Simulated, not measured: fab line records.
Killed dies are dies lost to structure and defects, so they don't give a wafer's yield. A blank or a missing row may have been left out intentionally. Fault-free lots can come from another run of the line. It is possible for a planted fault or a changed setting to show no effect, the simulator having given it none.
Matching of chambers || flow n5Finfet || rieDiel-06 running N5_PASSIVATION_VIA_ETCH_13: 4 sister chambers
The step etches SiO2 in CHF3/O2, target depth 660 nm, time 330 s. 4 wafers are shown with their chamber, then 12 later ones without.

== WAFERS, EACH WITH ITS CHAMBER ==
{"wafer": "L089.2", "chamber": 2, "drypumpMotorCurrentA (A)": 5.9}
{"wafer": "L089.4", "chamber": 3, "drypumpMotorCurrentA (A)": 6.0}
{"wafer": "L092.2", "chamber": 1, "drypumpMotorCurrentA (A)": 6.3}
{"wafer": "L092.6", "chamber": 0, "drypumpMotorCurrentA (A)": 5.8}

== WAFERS WHOSE CHAMBER IS MISSING ==
{"wafer": "L094.4", "drypumpMotorCurrentA (A)": 6.4}
{"wafer": "L094.5", "drypumpMotorCurrentA (A)": 5.7}
{"wafer": "L094.6", "drypumpMotorCurrentA (A)": 6.3}
{"wafer": "L095.1", "drypumpMotorCurrentA (A)": 6.0}
{"wafer": "L095.4", "drypumpMotorCurrentA (A)": 5.8}
{"wafer": "L095.5", "drypumpMotorCurrentA (A)": 5.9}
{"wafer": "L096.1", "drypumpMotorCurrentA (A)": 5.8}
{"wafer": "L096.2", "drypumpMotorCurrentA (A)": 6.4}
{"wafer": "L096.5", "drypumpMotorCurrentA (A)": 6.0}
{"wafer": "L097.2", "drypumpMotorCurrentA (A)": 6.0}
{"wafer": "L097.3", "drypumpMotorCurrentA (A)": 5.8}
{"wafer": "L097.4", "drypumpMotorCurrentA (A)": 5.9}

== THE CHAMBER EACH PASSED THROUGH ==
{"wafer": "L094.4", "from the rows above": 1, "in truth": 1}
{"wafer": "L094.5", "from the rows above": 0, "in truth": 0}
{"wafer": "L094.6", "from the rows above": 1, "in truth": 1}
{"wafer": "L095.1", "from the rows above": "can't be placed: 3 or 2", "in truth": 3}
{"wafer": "L095.4", "from the rows above": 0, "in truth": 0}
{"wafer": "L095.5", "from the rows above": "can't be placed: 2 or 3", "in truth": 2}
{"wafer": "L096.1", "from the rows above": 0, "in truth": 0}
{"wafer": "L096.2", "from the rows above": 1, "in truth": 1}
{"wafer": "L096.5", "from the rows above": "can't be placed: 3 or 2", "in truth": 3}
{"wafer": "L097.2", "from the rows above": "can't be placed: 3 or 2", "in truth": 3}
{"wafer": "L097.3", "from the rows above": 0, "in truth": 0}
{"wafer": "L097.4", "from the rows above": "can't be placed: 2 or 3", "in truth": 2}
7 of 12 placed correctly. From these rows, 5 cannot be placed; in 5 the true chamber is one of the candidates. Number placed wrongly: 0.
How it was worked out, from the rows above alone: a wafer's distance from a chamber is the root of the sum, over the readings, of the square of ((its reading less the chamber's mean) divided by the reading's scatter). The wafer belongs to the nearest chamber; if the next one is less than 2 further off, it can't be placed. Each chamber's mean is taken over the wafers shown for it. The scatter: root of mean squared gap, hidden wafer to nearest shown wafer, with one shown wafer a chamber.
